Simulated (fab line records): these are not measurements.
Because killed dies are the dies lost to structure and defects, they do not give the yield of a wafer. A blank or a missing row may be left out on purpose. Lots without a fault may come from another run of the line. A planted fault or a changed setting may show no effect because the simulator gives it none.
A struck lot beside a sound one || flow n5Finfet || 38 out of 1938 route steps
Sound: these wafers, L349.1, L349.2, L349.4. Wafers L337.2, L337.4, L337.6 were the ones struck. At the end, the cause is stated.
Per side, at each step with rows, come the tool, then ch with its chambers, and then its first start. Under that, the readings that differ: sound wafers || struck wafers || difference of the means || sigmas: that difference in standard deviations of wafers without a fault.
alike: words and numbers the same on both sides, and readings whose means are apart by under 2 such deviations; not compared: readings that were withheld, readings missing a value for some wafer, numbers with overlapping values and no deviation given by the record, and bounds like >300 which may hide the same value.
Wherever a step has rows on one side only, a row that says differs or no value, or a row with sigmas, the two part there. Numbers that don't overlap but have no deviation are shown without sigmas and don't part them. A reading missing from all wafers of one side parts the sides only when that side holds two or more wafers.

first, 12 steps without rows for these wafers: N5_MOL_CONTACT_COAG_DESCUM_45 (chemistry O2, time 7 s); N5_MOL_CONTACT_COAG_ETCH_65 (etches underlayer in N2/H2, target depth 13 nm, time 10.4 s); N5_MOL_CONTACT_COAG_ETCH_66 (etches SiARC in CF4, target depth 13 nm, time 21.7 s); N5_MOL_CONTACT_COAG_ALD_133 (deposits SiO2, target thk 5 nm, pulse time 1 s, co reactant pulse time 1 s); N5_MOL_CONTACT_COAG_ETCHBACK_134 (etches SiO2 in CHF3, target depth 10 nm, time 6.7 s); N5_MOL_CONTACT_COAG_ETCH_67 (etches SOC in N2/H2, target depth 60 nm, overetch 21 nm, time 101.2 s); N5_MOL_CONTACT_COAG_STRIP_68 (strips in N2/H2); N5_MOL_CONTACT_COAG_STRIP_69 (strips in N2/H2); N5_MOL_CONTACT_COAG_ETCHBACK_136 (etches SiO2 in CHF3, target depth 25 nm, time 16.7 s); N5_MOL_CONTACT_COAG_STRIP_120 (strips in CHF3); N5_MOL_CONTACT_COAG_VIA_ETCH_117 (etches SiO2 in C4F6/O2, target depth 40 nm, overetch 8 nm, time 26 s); N5_MOL_CONTACT_COAG_ETCH_124 (etches SiNx in CH3F/O2, stops on SiOC, target depth 6.5 nm).
N5_MOL_CONTACT_COAG_ETCH_48: etches SiOC in C4F6/O2, target depth 15 nm, overetch 4.5 nm, time 17 s.
  sound on rieDiel-05 ch 1,2,3, day 10 00:32; struck on rieDiel-05 ch 0,1, day 6 21:55
  alike: drypumpMotorCurrentA, oesProductAu, rfFwdPowerW, rfVppV, showerheadPlenumPTorr, throttleValvePct
  not compared: rfHoursCounterH
then, 24 steps without rows for these wafers: N5_MOL_CONTACT_COAG_STRIP_72 (strips in N2/H2); N5_MOL_CONTACT_COAG_STRIP_49 (strips in N2/H2, time 30 s); N5_MOL_CONTACT_COAG_PRECLEAN_138 (cleans in alkaline clean, time 60 s); N5_MOL_CONTACT_COAG_SRD_139 (time 30 s); N5_MOL_CONTACT_COAG_PRE_CLEAN_121; N5_MOL_CONTACT_COAG_CVD_140 (deposits W, target thk 66.5 nm, time 215 s); N5_MOL_CONTACT_COAG_PRECLEAN_127 (cleans in DIW, time 57.5 s); N5_MOL_CONTACT_COAG_SRD_128 (dry time 32 s); N5_MOL_CONTACT_COAG_CMP_52 (polishes, stops on SiO2, t overpolish 1.5 s, target thk 66.5 nm); N5_MOL_CONTACT_COAG_ANNEAL_112 (time 1800 s); N5_BEOL_M0_SAQP_PECVD_00 (deposits SiCN from 3MS/NH3, target thk 8 nm, time 14 s); N5_BEOL_M0_SAQP_ILD_DEP_01 (deposits SiOC from DEMS/O2, target thk 45.419 nm, time 8.7 s); N5_BEOL_M0_SAQP_HM_DEP_02 (deposits TiN, target thk 12 nm); N5_BEOL_M0_SAQP_PECVD_03 (deposits SiCN from 3MS/NH3, target thk 12 nm, time 21.1 s); N5_BEOL_M0_SAQP_PECVD_96 (deposits a-Si from SiH4/He, target thk 45 nm, time 45.2 s); N5_BEOL_M0_SAQP_PECVD_97 (deposits SiNx from SiH4/NH3/N2, target thk 23 nm, time 19.9 s); N5_BEOL_M0_SAQP_PECVD_04 (deposits a-Si from SiH4/He, target thk 60 nm, time 60.2 s); N5_BEOL_M0_SAQP_HM_DEP_111 (deposits SiO2 from SiH4/N2O, target thk 12 nm, time 7.2 s); N5_BEOL_M0_SAQP_COAT_81 (time 60 s, resist thk 100 nm); N5_BEOL_M0_SAQP_COAT_82 (time 60 s, resist thk 30 nm); N5_BEOL_M0_SAQP_COAT_08 (resist thk 90 nm); N5_BEOL_M0_SAQP_EBR_10; N5_BEOL_M0_SAQP_SOFTBAKE_09 (time 60 s); N5_BEOL_M0_SAQP_EXPOSE_11 (exposes mask M0 CORE, target cd 42 nm).
-- a jump in the record: the struck wafers' starts before and after are 7 days apart (it breaks off in module BEOL_M0_SAQP and resumes in module PASSIVATION, where the first step shown is number 1936 of the route) --
N5_PASSIVATION_PROBE_49:
  sound: prober-01 at day 17 11:00; struck: prober-01 at day 14 04:43
{"reading": "defectLimitedYield (%)", "sound": "90.8 91.0 89.7", "struck": "84.3 84.0 81.9", "difference": -7.1, "sigmas": -5}
{"reading": "killedAtContacts", "sound": "13 18 22", "struck": "112 121 124", "difference": "+101", "sigmas": "+15"}
{"reading": "killedDies", "sound": "108 106 122", "struck": "185 189 214", "difference": "+84", "sigmas": "+5"}
{"reading": "sort_bin_5_function (%)", "sound": "5.7 4.6 6.2", "struck": "9.7 9.9 12.5", "difference": "+5.2", "sigmas": "+5"}
{"reading": "sortNPass", "sound": "1072 1074 1058", "struck": "995 991 966", "difference": -84, "sigmas": -5}
{"reading": "sortYieldPct (%)", "sound": "90.8 91.0 89.7", "struck": "84.3 84.0 81.9", "difference": -7.1, "sigmas": -5}
  alike: killed_at_M0_to_M3, killed_at_M4_up, killedAtFrontEnd, killedAtOther, killedOpen, killedShort, sort_bin_6_memory

WHERE THEY PART
N5_PASSIVATION_PROBE_49 only, going by this record.

WHY: whatever the simulator had introduced
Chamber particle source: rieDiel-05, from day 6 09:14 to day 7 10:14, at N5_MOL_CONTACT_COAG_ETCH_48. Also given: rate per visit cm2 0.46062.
